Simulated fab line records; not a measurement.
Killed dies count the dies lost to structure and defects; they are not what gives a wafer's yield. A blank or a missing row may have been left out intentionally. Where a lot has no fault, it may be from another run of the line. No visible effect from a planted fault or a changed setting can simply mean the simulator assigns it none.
The same fault as seen by 2 desks -- flow nand_harc -- what lay behind the numbers comes last; until then each desk has only its own

== THE DEFECT DESK ==
Counts from the inspections along the route, per lot, as means over the sampled wafers that have a number. A lot is out of limits, marked OUT, if its mean lies more than 4 standard deviations from the usual mean; the brackets give that distance.
Columns: A = raw_defect_count at NHARC_P_GATE_INSPECT_68, usual 216
lot,first seen here,A
L618,day 5 22:20,165
L620,day 6 12:44,168
L621,day 7 13:50,241
L623,day 8 04:17,101
L624,day 8 05:20,182
L625,day 9 02:55,239
L626,day 9 07:58,172
L627,day 9 22:25,395
L628,day 9 23:36,232
L635,day 13 04:17,318
L637,day 13 15:13,411
L640,day 14 23:11,148
Finding of this desk: none of the 12 lots has anything out of limits.

== AT THE TOOL OWNER'S DESK: ald_metal-03 ==
The tool's own readings at NHARC_P_CONTACT_ALD_22 (deposits TiN, target thk 3 nm, pulse time 1 s, ald cycles 150): means of the sampled wafers that have a number, for each lot that ran on this tool. A lot is out of limits, marked OUT, if its mean lies more than 4 standard deviations from the usual mean; the brackets give that distance.
Columns: A = heater_power_outer_w at NHARC_P_CONTACT_ALD_22, usual 713 W; B = heater_power_w at NHARC_P_CONTACT_ALD_22, usual 1113 W; C = precursor_pulse_height_rel at NHARC_P_CONTACT_ALD_22, usual 0.997
lot,first seen here,A,B,C
L618,day 6 02:02,892,1314,0.987
L623,day 8 07:56,715,1148,1.004
L626,day 9 11:50,733,1135,0.993
L635,day 13 07:56,737,1129,0.992
L637,day 13 18:46,740,1137,1.016
Finding of this desk: none of the 5 lots has anything out of limits.

== BROUGHT TOGETHER ==
No out-of-limits result turned up at the defect desk.
Nothing out of limits was seen by the tool owner's desk.

== WHAT WAS PUT IN BY THE SIMULATOR ==
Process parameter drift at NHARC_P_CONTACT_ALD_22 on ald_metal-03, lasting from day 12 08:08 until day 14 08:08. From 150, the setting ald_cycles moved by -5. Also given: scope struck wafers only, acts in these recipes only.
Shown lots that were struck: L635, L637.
